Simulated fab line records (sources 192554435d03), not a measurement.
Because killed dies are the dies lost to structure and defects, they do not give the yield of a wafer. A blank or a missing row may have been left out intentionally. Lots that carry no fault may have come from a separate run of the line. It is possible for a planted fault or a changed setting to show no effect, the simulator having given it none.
Struck lot and sound lot, side by side ; flow n5 finfet ; 17 steps out of a route of 1938
Sound: these wafers, L370.1, L370.2, L370.3. Wafers struck: L361.2, L361.4, L361.5. At the end, the cause is stated.
For every step that has rows: the tool of each side, followed by ch and its chambers, followed by its first start. Under that, the readings that differ: sound wafers ; struck wafers ; difference of the means ; sigmas: that difference in standard deviations of wafers without a fault.
alike: readings whose means differ by less than 2 such deviations, and words and numbers that are the same on both sides. not compared: withheld readings, readings that some wafer has no value for, bounds like >300 that may hide the same value, and numbers for which the record gives no deviation and whose values overlap.
Wherever a step has rows on one side only, a row that says differs or no value, or a row with sigmas, the two part there. Non-overlapping numbers with no deviation appear without sigmas and do not part them. A reading missing from all wafers of one side parts the sides only when that side holds two or more wafers.

first, 9 steps without rows for these wafers: N5_SDB_EXPOSE_08 (exposes mask SDB); N5_SDB_PEB_09 (peb time 60 s); N5_SDB_DEVELOP_10 (develop time 30 s); N5_SDB_DESCUM_16 (chemistry O2, time 7.9 s); N5_SDB_ETCH_17 (etches SiARC in CF4, target depth 23.4 nm, time 39 s); N5_SDB_ETCH_18 (etches SOC in N2/H2, target depth 100 nm, overetch 20 nm, time 150 s); N5_SDB_STRIP_19 (strips in N2/H2); N5_SDB_STRIP_21 (strips in CF4); N5_SDB_HM_OPEN_20 (chemistry CH3F/O2, target SiNx, stops on poly-Si, target depth 24 nm).
N5_SDB_STRIP_22: strips in N2/H2.
  sound on plasma asher-01 ch 0,1, day 9 14:55; struck on plasma asher-01 ch 0,1, day 7 08:13
  no value came back on the struck wafers for any of 6 readings (drypump motor current A (A), h2 flow sccm (sccm) and others); on the sound wafers drypump motor current A (A) reads 5.3 6.3 5.3
reading;sound;struck;difference;sigmas
model.SOC_of_SDB_COAT_03.thk nm (nm);0 0 0;84.2 83.8 84.6;+84.2;
  not compared: rf hours counter h
then, 3 steps without rows for these wafers: N5_SDB_PRECLEAN_23 (cleans in dHF, time 30 s); N5_SDB_DUMMY_REMOVE_24 (chemistry TMAH, target poly-Si, stops on SiO2, target depth 142 nm, time 57 s, rinse time 30 s); N5_SDB_ETCH_25 (etches SiO2 in C4F6/O2, target depth 10 nm, time 3.3 s).
N5_SDB_CUT_ETCH_26: etches Si in HBr/Cl2/O2, target depth 129.6 nm, bt time 20 s, time 51.8 s.
  sound on rie si-03 ch 1,2,3, day 9 15:13; struck on rie si-06 ch 0,2,3, day 7 08:31
reading;sound;struck;difference;sigmas
model.SOC_of_SDB_COAT_03.thk nm (nm);0 0 0;46 45 45.6;+46;
  alike: drypump motor current A, oes product au, throttle valve pct
  not compared: bias w, rf hours counter h
then, 1 step without rows for these wafers: N5_SDB_PRECLEAN_38 (cleans in dHF, time 10 s).
N5_BEOL_M4_RC_MEAS_101:
  the record has rows for the sound wafers here (prober-01 ch 0, day 14 00:56) and none for the struck ones
-- record jumps: 10 days separate the struck wafers' starts on either side; left off in module BEOL_M4, taken up again in module PASSIVATION, whose first shown step is the route's number 1936 --
N5_PASSIVATION_PROBE_49:
  the record has rows for the struck wafers here (prober-02, day 17 02:28) and none for the sound ones

## WHERE THEY PART
Earliest at N5_SDB_STRIP_22; latest, in this record, at N5_PASSIVATION_PROBE_49.

WHY: what had been put in by the simulator
Step skipped in full: plasma asher-01, at N5_SDB_STRIP_22, from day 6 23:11 onward. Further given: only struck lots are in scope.
